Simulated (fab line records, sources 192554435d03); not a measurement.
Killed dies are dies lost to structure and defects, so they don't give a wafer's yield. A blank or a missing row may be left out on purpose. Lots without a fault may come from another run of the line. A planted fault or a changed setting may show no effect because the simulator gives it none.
fab line records | flow n5_finfet
record lots=7 wafers=21
route steps=1938 shown ZERO_LAYER@16 PMOS_HMC_CHANNEL_EPI@58 FIN_CUT@157 DUMMY_GATE@220
start_h: hours from the record's first day to the start of the lot's first wafer shown | wait_h: hours since the lot's step before | " the same as in the row above | L1.1+2: a row that stands for several wafers | - no value, or no start given | * or withheld: withheld | < > ~ a bound
route shown NAME@n: a module of which the file shows steps, and the number in the route of the first | usual: mean/standard deviation of fault-free wafers | same: alike in all rows | chamber/n: place in a boat | sites: the reading at each site | _std_site: their standard deviation | _edge_site: outer sites' mean less inner sites' | radius_mm: how far each site lies from the wafer's centre | mask NAME#n: copy n | behind: the tool/chamber that last shaped the wafer | hold: why the lot was held/for how many hours/how that ended | device: the transistor (n, p or np) that didn't switch | end of line: the same wafers' tests at the end of the route | a step without rows: its recipe alone | killed: dies lost to structure and defects at the first sort, not the wafer's yield | map: a wafer's dies, x killed, . not, _ none there
set.NAME: the setting as run; set.NAME@STEP: as run at that earlier step | model.NAME: the simulator's own value behind a step, which no gauge read
lots whose settings were changed on purpose; a table a step, a row a wafer
## steps
# step N5_ZERO_LAYER_ETCH_18
# recipe chemistry=HBr/Cl2 target=Si target_depth_a=1200 time_s=40 pressure_mtorr=10 icp_w=800 bias_w=75 HBr_flow_sccm=150 Cl2_flow_sccm=80
# columns lot.wafer tool chamber start_h wait_h set.icp_w model.ZERO_LAYER.feature_depth_nm model.etch.depth_nm
L081.2 rie_si-04 1 55.17 0.0 800 123.1 123.1
L081.4 " 2 " " 758.9 116.2 116.2
L081.5 " 1 " " 758.9 119.9 119.9
L082.2 rie_si-04 3 61.30 0.1 800 117.6 117.6
L082.3 " 0 " " 800 121.1 121.1
L082.5 " 0 " " 800 121.7 121.7
L083.2 rie_si-05 2 66.79 0.0 894.8 125 125
L083.3 " 0 " " 894.8 126 126
L083.6 " 0 " " 800 118.1 118.1
L086.1 rie_si-03 2 84.79 0.0 873.3 124.2 124.2
L086.3 " 1 " " 873.3 125.4 125.4
L086.5 " 0 " " 800 120.4 120.4
L087.1 rie_si-03 0 90.81 0.0 800 120.3 120.3
L087.4 " 3 " " 800 117.5 117.5
L087.5 " 0 " " 677.6 111.3 111.3
L092.1 rie_si-04 1 120.91 0.0 800 123 123
L092.2 " 2 " " 800 122.1 122.1
L092.5 " 3 " " 800 118.8 118.8
L096.1 rie_si-05 0 144.79 0.0 800 120.2 120.2
L096.2 " 1 " " 931.4 126.5 126.5
L096.3 " 2 " " 931.4 126.7 126.7
# step N5_PMOS_HMC_CHANNEL_EPI_COAT_31
# recipe resist=BARC temp_c=205 time_s=60 spin_rpm=1500 resist_thk_nm=66
# columns lot.wafer tool chamber start_h wait_h set.spin_rpm model.BARC_of_PMOS_HMC_CHANNEL_EPI_COAT_31.thk_nm
L081.2 litho_track-02 0 59.45 0.0 1500 65.84
L081.4 " 0 " " 1500 65.89
L081.5 " 0 " " 1381 68.82
L082.2 litho_track-01 0 65.25 0.0 1500 66.18
L082.3 " 0 " " 1500 66.14
L082.5 " 0 " " 1500 65.98
L083.2 litho_track-04 0 71.46 0.0 1398 68.45
L083.3 " 0 " " 1500 66.34
L083.6 " 0 " " 1500 66.19
L086.1 litho_track-02 0 89.61 0.0 1632 63.09
L086.3 " 0 " " 1500 65.73
L086.5 " 0 " " 1500 65.84
L087.1 litho_track-02 0 95.12 0.0 1500 66.1
L087.4 " 0 " " 1548 65.13
L087.5 " 0 " " 1548 65.06
L092.1 litho_track-02 0 125.27 0.0 1500 66.32
L092.2 " 0 " " 1500 66.44
L092.5 " 0 " " 1574 64.73
L096.1 litho_track-02 0 149.95 0.0 1500 65.77
L096.2 " 0 " " 1500 65.92
L096.3 " 0 " " 1340 69.82
# step N5_PMOS_HMC_CHANNEL_EPI_PEB_07
# recipe peb_temp_c=110 peb_time_s=60 resist=CAR-ArF-block
# columns lot.wafer tool chamber start_h wait_h set.peb_time_s
L081.2+4+5 litho_track-04 0 59.74 0.0 60
L082.2+3+5 litho_track-04 0 65.40 0.0 60
L083.2+3+6 litho_track-04 0 71.75 0.0 60
L086.1+3 litho_track-01 0 89.90 0.1 63.77
L086.5 " 0 " " 60
L087.1+4 litho_track-01 0 95.40 0.1 51.94
L087.5 " 0 " " 60
L092.1+5 litho_track-02 0 125.42 0.1 60
L092.2 " 0 " " 50.5
L096.1 litho_track-02 0 150.11 0.1 67.88
L096.2+3 " 0 " " 60
# step N5_PMOS_HMC_CHANNEL_EPI_DEVELOP_08
# recipe develop_time_s=30 developer=TMAH resist=CAR-ArF-block dev_temp_c=23 rinse_liquid=diw dry=air_spin
# step N5_PMOS_HMC_CHANNEL_EPI_CD_MEAS_09
# recipe target_cd_nm=237.4 landing_energy_ev=500 detector=se_inlens
# usual cd_nm=236.8/0.87
# columns lot.wafer tool chamber start_h wait_h set.peb_time_s@PMOS_HMC_CHANNEL_EPI_PEB_07 cd_nm
L081.2 cd_sem-03 0 59.80 - 60 236.4
L081.4 " 0 " " 60 236.1
L081.5 " 0 " " 60 235.9
L082.2 cd_sem-02 0 65.47 - 60 236.9
L082.3 " 0 " " 60 237.2
L082.5 " 0 " " 60 236.7
L083.2 cd_sem-01 0 71.81 - 60 239.2
L083.3 " 0 " " 60 238.1
L083.6 " 0 " " 60 238.1
L086.1 cd_sem-02 0 89.96 - 63.77 239.4
L086.3 " 0 " " 63.77 239.0
L086.5 " 0 " " 60 236.2
L087.1 cd_sem-01 0 95.47 - 51.94 229.4
L087.4 " 0 " " 51.94 230.8
L087.5 " 0 " " 60 236.2
L092.1 cd_sem-02 0 125.49 - 60 237.6
L092.2 " 0 " " 50.5 229.4
L092.5 " 0 " " 60 236.7
L096.1 cd_sem-01 0 150.17 - 67.88 242.3
L096.2 " 0 " " 60 236.5
L096.3 " 0 " " 60 237.6
# step N5_PMOS_HMC_CHANNEL_EPI_DESCUM_14
# recipe chemistry=O2 time_s=7.9 source_power_w=50 bias_power_w=20 pressure_mtorr=20 rf_frequency_hz=2.712e+07 temp_c=40 resist=CAR-ArF-block o2_flow_sccm=225
# columns lot.wafer tool chamber start_h wait_h set.peb_time_s@PMOS_HMC_CHANNEL_EPI_PEB_07 model.PMOS_HMC_CHANNEL_EPI.cd_nm
L081.2 rie_diel-06 1 60.01 0.1 60 236.4
L081.4 " 2 " " 60 235.8
L081.5 " 2 " " 60 236
L082.2 rie_diel-05 0 65.56 0.0 60 236.8
L082.3 " 1 " " 60 237.1
L082.5 " 1 " " 60 236.5
L083.2 rie_diel-02 0 71.90 0.0 60 239.5
L083.3+6 " 1,3 " " 60 238.1
L086.1 rie_diel-06 2 90.05 0.0 63.77 239.4
L086.3 " 1 " " 63.77 238.8
L086.5 " 3 " " 60 236.3
L087.1 rie_diel-02 1 95.69 0.2 51.94 229.6
L087.4 " 0 " " 51.94 231
L087.5 " 3 " " 60 236.1
L092.1 rie_diel-05 2 125.58 0.0 60 237.7
L092.2 " 3 " " 50.5 229.2
L092.5 " 1 " " 60 236.9
L096.1 rie_diel-02 2 150.26 0.0 67.88 242.2
L096.2 " 1 " " 60 236.8
L096.3 " 3 " " 60 237.8
# step N5_PMOS_HMC_CHANNEL_EPI_ETCH_32
# recipe chemistry=N2/H2 target=BARC stop_on=SiO2 target_depth_a=858 over_etch_frac=0.3 time_s=50.3 ion_energy_ev=200 mask_material=CAR-ArF-block pressure_mtorr=30 source_w=840 bias_w=150 n2_flow_sccm=200 h2_flow_sccm=200
# columns lot.wafer tool chamber start_h wait_h set.spin_rpm@PMOS_HMC_CHANNEL_EPI_COAT_31 set.peb_time_s@PMOS_HMC_CHANNEL_EPI_PEB_07 model.PMOS_HMC_CHANNEL_EPI.cd_nm model.etch.depth_nm
L081.2 rie_diel-06 1 60.04 0.0 1500 60 238.4 65.84
L081.4 " 2 " " 1500 60 237.7 65.89
L081.5 " 2 " " 1381 60 238.5 68.82
L082.2 rie_diel-05 0 65.59 0.0 1500 60 239.4 66.18
L082.3 " 1 " " 1500 60 239.8 66.14
L082.5 " 1 " " 1500 60 238.6 65.98
L083.2 rie_diel-02 0 71.94 0.0 1398 60 242.3 68.45
L083.3 " 1 " " 1500 60 241 66.34
L083.6 " 3 " " 1500 60 241 66.19
L086.1 rie_diel-06 2 90.09 0.0 1632 63.77 241.9 63.09
L086.3 " 1 " " 1500 63.77 240.8 65.73
L086.5 " 3 " " 1500 60 238.8 65.84
L087.1 rie_diel-02 1 95.72 0.0 1500 51.94 232.2 66.1
L087.4 " 0 " " 1548 51.94 233.5 65.13
L087.5 " 3 " " 1548 60 238.5 65.06
L092.1 rie_diel-05 2 125.62 0.0 1500 60 240.2 66.32
L092.2 " 3 " " 1500 50.5 231.6 66.44
L092.5 " 1 " " 1574 60 238.5 64.73
L096.1 rie_diel-02 2 150.30 0.0 1500 67.88 244.7 65.77
L096.2 " 1 " " 1500 60 239.4 65.92
L096.3 " 3 " " 1340 60 240.7 69.82
# step N5_PMOS_HMC_CHANNEL_EPI_HM_OPEN_15
# recipe chemistry=CHF3/O2 target=SiO2 mask_material=CAR-ArF-block target_depth_a=406 CHF3_flow_sccm=50 O2_flow_sccm=5 Ar_flow_sccm=200 time_s=20.3 pressure_mtorr=30 source_w=650 bias_w=170 ion_energy_ev=200
# step N5_PMOS_HMC_CHANNEL_EPI_STRIP_33
# recipe chemistry=N2/H2 power_w=500 temp_c=40 pressure_mtorr=50 rf_frequency_hz=6e+07 overash_fraction=0.3 bias_power_w=8 h2_frac=0.5 n2_flow_sccm=300 h2_flow_sccm=300
# step N5_PMOS_HMC_CHANNEL_EPI_STRIP_17
# recipe chemistry=SPM time_s=750 temp_c=130 h2so4_h2o2_vol_ratio=4 dry=ipa_marangoni
# step N5_PMOS_HMC_CHANNEL_EPI_ETCH_38
# recipe chemistry=CF4 target=SiO2 target_depth_a=15 ion_energy_ev=350 pressure_mtorr=10 icp_w=800 bias_w=400 cf4_flow_sccm=80
# step N5_PMOS_HMC_CHANNEL_EPI_FIN_RECESS_16
# recipe chemistry=HBr/Cl2 target=Si mask_material=SiO2 target_depth_a=540 time_s=18 pressure_mtorr=10 icp_w=800 bias_w=75 HBr_flow_sccm=150 Cl2_flow_sccm=80
# columns lot.wafer tool chamber start_h wait_h set.peb_time_s@PMOS_HMC_CHANNEL_EPI_PEB_07 model.PMOS_HMC_CHANNEL_EPI.cd_nm
L081.2 rie_si-01 0 60.46 0.0 60 238.6
L081.4 " 1 " " 60 237.6
L081.5 " 3 " " 60 238.4
L082.2 rie_si-06 0 66.01 0.0 60 239.6
L082.3 " 3 " " 60 239.8
L082.5 " 3 " " 60 238.6
L083.2 rie_si-02 3 72.36 0.0 60 242.2
L083.3 " 1 " " 60 240.9
L083.6 " 2 " " 60 241
L086.1 rie_si-06 0 90.53 0.0 63.77 241.9
L086.3 " 1 " " 63.77 240.8
L086.5 " 1 " " 60 238.8
L087.1 rie_si-02 2 96.16 0.0 51.94 232.3
L087.4 " 1 " " 51.94 233.5
L087.5 " 1 " " 60 238.5
L092.1 rie_si-06 2 126.04 0.0 60 240.1
L092.2 " 3 " " 50.5 231.7
L092.5 " 1 " " 60 238.4
L096.1 rie_si-02 2 150.72 0.0 67.88 244.9
L096.2 " 0 " " 60 239.4
L096.3 " 1 " " 60 240.8
# step N5_FIN_CUT_COAT_02
# recipe resist=CAR-EUV spin_rpm=1500 resist_thk_nm=30
# columns lot.wafer tool chamber start_h wait_h set.spin_rpm model.CAR-EUV_of_FIN_CUT_COAT_02.thk_nm
L081.2 litho_track-03 0 - - 1561 29.6
L081.4 " 0 " " 1500 30
L081.5 " 0 " " 1561 29.4
L082.2+3+5 litho_track-02 0 - - 1500 29.8
L083.2+6 litho_track-03 0 - - 1500 30.2
L083.3 " 0 " " 1500 30
L086.1 litho_track-01 0 - - 1433 30.8
L086.3+5 " 0 " " 1500 30
L087.1 litho_track-03 0 - - 1500 29.8
L087.4 " 0 " " 1549 29.6
L087.5 " 0 " " 1549 29.4
L092.1 litho_track-02 0 - - 1500 30
L092.2 " 0 " " 1648 28.6
L092.5 " 0 " " 1648 28.8
L096.1 litho_track-02 0 - - 1655 28.4
L096.2+3 " 0 " " 1500 30
# step N5_DUMMY_GATE_HM_DEP_06
# recipe material=SiNx target_thk_a=800 precursor=DCS/NH3 temp_c=700 pressure_mtorr=300 time_s=5141
# columns lot.wafer tool chamber start_h wait_h set.time_s model.SiNx_of_DUMMY_GATE_HM_DEP_06.thk_nm
L081.2 - - - 0.0 5424 85.8
L081.4 " - " " 5424 85.6
L081.5 " - " " 5424 85.4
L082.2 lpcvd-02 1/95 91.66 0.0 5141 81.4
L082.3+5 " 1/100,1/109 " " 5141 81
L083.2+6 - - - 0.0 5660 88.6
L083.3 " - " " 5660 88.4
L086.1 - - - 0.0 4945 76
L086.3 " - " " 4945 76.6
L086.5 " - " " 4945 75.8
L087.1 - - - 0.0 5141 80.8
L087.4 " - " " 5141 80.4
L087.5 " - " " 5141 80.6
L092.1 - - - 0.0 5141 79.4
L092.2+5 " - " " 5141 79.6
L096.1 - - - 0.0 5813 90.4
L096.2 " - " " 5813 91
L096.3 " - " " 5813 89.8
# step N5_DUMMY_GATE_EXPOSE_12
# recipe mask_id=GATE na=0.33 source_shape=annular sigma_inner=0.2 sigma_outer=0.6 polarization=unpolarized target_cd_nm=25 dose_mj=34
# columns lot.wafer tool chamber start_h wait_h mask set.dose_mj
L081.2+4+5 euv_scanner-02 0 88.19 - GATE#0 34
L082.2+3+5 euv_scanner-02 0 95.82 - GATE#0 34
L083.2+3 euv_scanner-02 0 102.23 - GATE#0 34
L083.6 " 0 " " GATE#0 31.52
L086.1+3+5 euv_scanner-01 0 119.11 - GATE#0 34
L087.1+5 euv_scanner-02 0 129.10 - GATE#0 34
L087.4 " 0 " " GATE#0 31.66
L092.1+2+5 euv_scanner-01 0 153.33 - GATE#0 34.73
L096.1+2 euv_scanner-02 0 180.69 - GATE#0 36.38
L096.3 " 0 " " GATE#0 34
# step N5_DUMMY_GATE_PEB_13
# recipe peb_temp_c=100 peb_time_s=60 resist=CAR-EUV
# step N5_DUMMY_GATE_DEVELOP_14
# recipe develop_time_s=30 developer=TMAH resist=CAR-EUV rinse_liquid=surfactant_rinse dry=air_spin dev_temp_c=23
# step N5_DUMMY_GATE_CD_MEAS_15
# recipe target_cd_nm=25.8 landing_energy_ev=500 detector=se_inlens
# usual cd_nm=24.96/0.23
# columns lot.wafer tool chamber start_h wait_h set.dose_mj@DUMMY_GATE_EXPOSE_12 cd_nm
L081.2 cd_sem-03 0 88.31 - 34 24.98
L081.4 " 0 " " 34 25.17
L081.5 " 0 " " 34 24.83
L082.2 cd_sem-03 0 95.94 - 34 25.39
L082.3 " 0 " " 34 25.23
L082.5 " 0 " " 34 25.20
L083.2 cd_sem-02 0 102.36 - 34 24.70
L083.3 " 0 " " 34 24.79
L083.6 " 0 " " 31.52 26.58
L086.1 cd_sem-03 0 119.23 - 34 25.21
L086.3 " 0 " " 34 24.90
L086.5 " 0 " " 34 25.13
L087.1 cd_sem-02 0 129.22 - 34 24.90
L087.4 " 0 " " 31.66 26.47
L087.5 " 0 " " 34 24.84
L092.1 cd_sem-01 0 153.46 - 34.73 24.40
L092.2 " 0 " " 34.73 24.36
L092.5 " 0 " " 34.73 24.66
L096.1 cd_sem-02 0 180.81 - 36.38 23.62
L096.2 " 0 " " 36.38 23.75
L096.3 " 0 " " 34 24.69
# step N5_DUMMY_GATE_STRIP_38
# recipe chemistry=N2/H2 temp_c=40 n2_flow_sccm=200 h2_flow_sccm=200 rf_frequency_hz=6e+07
# step N5_DUMMY_GATE_STRIP_39
# recipe chemistry=N2/H2 temp_c=40 n2_flow_sccm=200 h2_flow_sccm=200 rf_frequency_hz=6e+07
# step N5_DUMMY_GATE_TRIM_49
# recipe chemistry=O2 resist=SOC time_s=29 target_cd_nm=14 source_power_w=300 bias_power_w=0 O2_flow_sccm=100 temp_c=20
# columns lot.wafer tool chamber start_h wait_h set.dose_mj@DUMMY_GATE_EXPOSE_12 model.DUMMY_GATE.cd_nm
L081.2 rie_si-06 1 88.67 0.0 34 13.8
L081.4+5 " 2,1 " " 34 14.2
L082.2 rie_si-01 1 96.30 0.0 34 14.2
L082.3 " 0 " " 34 13.6
L082.5 " 1 " " 34 14
L083.2 rie_si-06 0 102.71 0.0 34 14.2
L083.3 " 3 " " 34 13.8
L083.6 " 1 " " 31.52 15.6
L086.1 rie_si-01 1 119.59 0.0 34 14
L086.3+5 " 2 " " 34 13.8
L087.1 rie_si-01 1 129.65 0.0 34 14.2
L087.4 " 3 " " 31.66 15.4
L087.5 " 0 " " 34 14
L092.1+2+5 rie_si-01 0,1,2 153.82 0.0 34.73 13.6
L096.1 rie_si-01 3 181.87 0.0 36.38 12.6
L096.2 " 0 " " 36.38 12.4
L096.3 " 2 " " 34 13.8
# step N5_DUMMY_GATE_STRIP_40
# recipe chemistry=CF4 resist=SiARC power_w=300 bias_power_w=75 pressure_mtorr=50 cf4_flow_sccm=150 rf_frequency_hz=6e+07
# step N5_DUMMY_GATE_CD_MEAS_50
# recipe target_cd_nm=14
# usual cd_nm=13.95/0.29
# columns lot.wafer tool chamber start_h wait_h set.dose_mj@DUMMY_GATE_EXPOSE_12 cd_nm
L081.2 cd_sem-02 - 88.82 0.0 34 13.86
L081.4 " - " " 34 14.21
L081.5 " - " " 34 14.44
L082.2 cd_sem-02 - 96.45 0.0 34 13.68
L082.3 " - " " 34 14.04
L082.5 " - " " 34 13.93
L083.2 cd_sem-02 - 102.86 0.0 34 14.53
L083.3 " - " " 34 13.84
L083.6 " - " " 31.52 15.70
L086.1 cd_sem-03 - 119.74 0.0 34 14.08
L086.3 " - " " 34 13.84
L086.5 " - " " 34 13.41
L087.1 cd_sem-02 - 129.93 0.0 34 13.72
L087.4 " - " " 31.66 15.53
L087.5 " - " " 34 14.17
L092.1 cd_sem-03 - 153.97 0.0 34.73 13.62
L092.2 " - " " 34.73 13.92
L092.5 " - " " 34.73 13.32
L096.1 cd_sem-02 - 182.07 0.0 36.38 12.38
L096.2 " - " " 36.38 12.51
L096.3 " - " " 34 13.89
# step N5_DUMMY_GATE_ETCH_31
# recipe chemistry=C4F6/O2 target=SiO2 mask_material=SOC target_depth_a=825 time_s=27.5 ion_energy_ev=250 pressure_mtorr=30 source_w=345 bias_w=185 Ar_flow_sccm=300 C4F6_flow_sccm=10 O2_flow_sccm=10
# step N5_DUMMY_GATE_STRIP_41
# recipe chemistry=O2 power_w=400 temp_c=40 pressure_mtorr=30 rf_frequency_hz=6e+07 bias_power_w=0 overash_fraction=0.3 o2_flow_sccm=225
# step N5_DUMMY_GATE_ETCH_32
# recipe chemistry=CF4 target=SiO2 target_depth_a=35 time_s=3.9 ion_energy_ev=350 pressure_mtorr=10 icp_w=800 bias_w=400 cf4_flow_sccm=80
# step N5_DUMMY_GATE_ETCH_23
# recipe chemistry=HBr/Cl2/O2 HBr_flow_sccm=150 Cl2_flow_sccm=80 O2_flow_sccm=12 bias_w=102 target_depth_a=410 time_s=22.3 target=poly-Si mask_material=SiO2 pressure_mtorr=10 icp_w=800
# step N5_DUMMY_GATE_ETCH_44
# recipe chemistry=HBr/O2 over_etch_frac=0.7 target_depth_a=1275 stop_on=SiO2 ion_energy_ev=60 bias_w=20 target=poly-Si mask_material=SiO2 pressure_mtorr=20 icp_w=400 HBr_flow_sccm=120 O2_flow_sccm=10
# columns lot.wafer tool chamber start_h wait_h set.dose_mj@DUMMY_GATE_EXPOSE_12 model.DUMMY_GATE.cd_nm
L081.2 rie_si-01 1 89.20 0.0 34 14.6
L081.4 " 2 " " 34 15
L081.5 " 0 " " 34 14.8
L082.2+5 rie_si-02 3 96.83 0.0 34 14.8
L082.3 " 1 " " 34 14.4
L083.2 rie_si-02 1 103.25 0.0 34 15.2
L083.3 " 3 " " 34 15
L083.6 " 1 " " 31.52 16.4
L086.1 rie_si-02 0 120.12 0.0 34 15
L086.3 " 3 " " 34 14.8
L086.5 " 3 " " 34 14.6
L087.1 rie_si-02 3 130.32 0.0 34 15.2
L087.4 " 2 " " 31.66 16.4
L087.5 " 3 " " 34 14.8
L092.1+2+5 rie_si-01 3,1,1 154.37 0.0 34.73 14.6
L096.1+2 rie_si-02 1,3 182.45 0.0 36.38 13.6
L096.3 " 2 " " 34 14.8
# step N5_DUMMY_GATE_CD_MEAS_24
# recipe target_cd_nm=15
# usual cd_nm=15.0/0.32
# columns lot.wafer tool chamber start_h wait_h set.dose_mj@DUMMY_GATE_EXPOSE_12 cd_nm
L081.2 cd_sem-02 - 89.31 0.1 34 14.5
L081.4 " - " " 34 15.1
L081.5 " - " " 34 15.0
L082.2 cd_sem-03 - 96.94 0.1 34 15.0
L082.3 " - " " 34 14.2
L082.5 " - " " 34 15.0
L083.2 cd_sem-01 - 103.36 0.1 34 15.6
L083.3 " - " " 34 15.0
L083.6 " - " " 31.52 16.6
L086.1 cd_sem-01 - 120.23 0.1 34 14.9
L086.3 " - " " 34 15.0
L086.5 " - " " 34 14.8
L087.1 cd_sem-03 - 130.43 0.1 34 14.9
L087.4 " - " " 31.66 16.3
L087.5 " - " " 34 14.5
L092.1 cd_sem-02 - 154.48 0.1 34.73 14.7
L092.2 " - " " 34.73 14.8
L092.5 " - " " 34.73 14.8
L096.1 cd_sem-03 - 182.56 0.1 36.38 13.8
L096.2 " - " " 36.38 13.5
L096.3 " - " " 34 14.8
## key
split step=N5_ZERO_LAYER_ETCH_18 setting=icp_w stated=800 by=wafer
response step=N5_ZERO_LAYER_ETCH_18 reading=model.ZERO_LAYER.feature_depth_nm change=+0.499 per=1% r=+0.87
response step=N5_ZERO_LAYER_ETCH_18 reading=model.etch.depth_nm change=+0.499 per=1% r=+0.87
split step=N5_PMOS_HMC_CHANNEL_EPI_COAT_31 setting=spin_rpm stated=1500 by=wafer
response step=N5_PMOS_HMC_CHANNEL_EPI_COAT_31 reading=model.BARC_of_PMOS_HMC_CHANNEL_EPI_COAT_31.thk_nm change=-0.345 per=1% r=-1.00
response step=N5_PMOS_HMC_CHANNEL_EPI_ETCH_32 reading=model.etch.depth_nm change=-0.345 per=1% r=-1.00
split step=N5_PMOS_HMC_CHANNEL_EPI_PEB_07 setting=peb_time_s stated=60 by=wafer
response step=N5_PMOS_HMC_CHANNEL_EPI_CD_MEAS_09 reading=cd_nm change=+0.457 per=1% r=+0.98
response step=N5_PMOS_HMC_CHANNEL_EPI_DESCUM_14 reading=model.PMOS_HMC_CHANNEL_EPI.cd_nm change=+0.449 per=1% r=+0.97
response step=N5_PMOS_HMC_CHANNEL_EPI_ETCH_32 reading=model.PMOS_HMC_CHANNEL_EPI.cd_nm change=+0.428 per=1% r=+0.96
response step=N5_PMOS_HMC_CHANNEL_EPI_FIN_RECESS_16 reading=model.PMOS_HMC_CHANNEL_EPI.cd_nm change=+0.425 per=1% r=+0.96
split step=N5_FIN_CUT_COAT_02 setting=spin_rpm stated=1500 by=wafer
response step=N5_FIN_CUT_COAT_02 reading=model.CAR-EUV_of_FIN_CUT_COAT_02.thk_nm change=-0.143 per=1% r=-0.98
split step=N5_DUMMY_GATE_HM_DEP_06 setting=time_s stated=5141 by=lot
response step=N5_DUMMY_GATE_HM_DEP_06 reading=model.SiNx_of_DUMMY_GATE_HM_DEP_06.thk_nm change=+0.827 per=1% r=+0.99
split step=N5_DUMMY_GATE_EXPOSE_12 setting=dose_mj stated=34 by=wafer
response step=N5_DUMMY_GATE_CD_MEAS_15 reading=cd_nm change=-0.21 per=1% r=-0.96
response step=N5_DUMMY_GATE_TRIM_49 reading=model.DUMMY_GATE.cd_nm change=-0.199 per=1% r=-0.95
response step=N5_DUMMY_GATE_CD_MEAS_50 reading=cd_nm change=-0.215 per=1% r=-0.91
response step=N5_DUMMY_GATE_ETCH_44 reading=model.DUMMY_GATE.cd_nm change=-0.184 per=1% r=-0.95
response step=N5_DUMMY_GATE_CD_MEAS_24 reading=cd_nm change=-0.191 per=1% r=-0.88
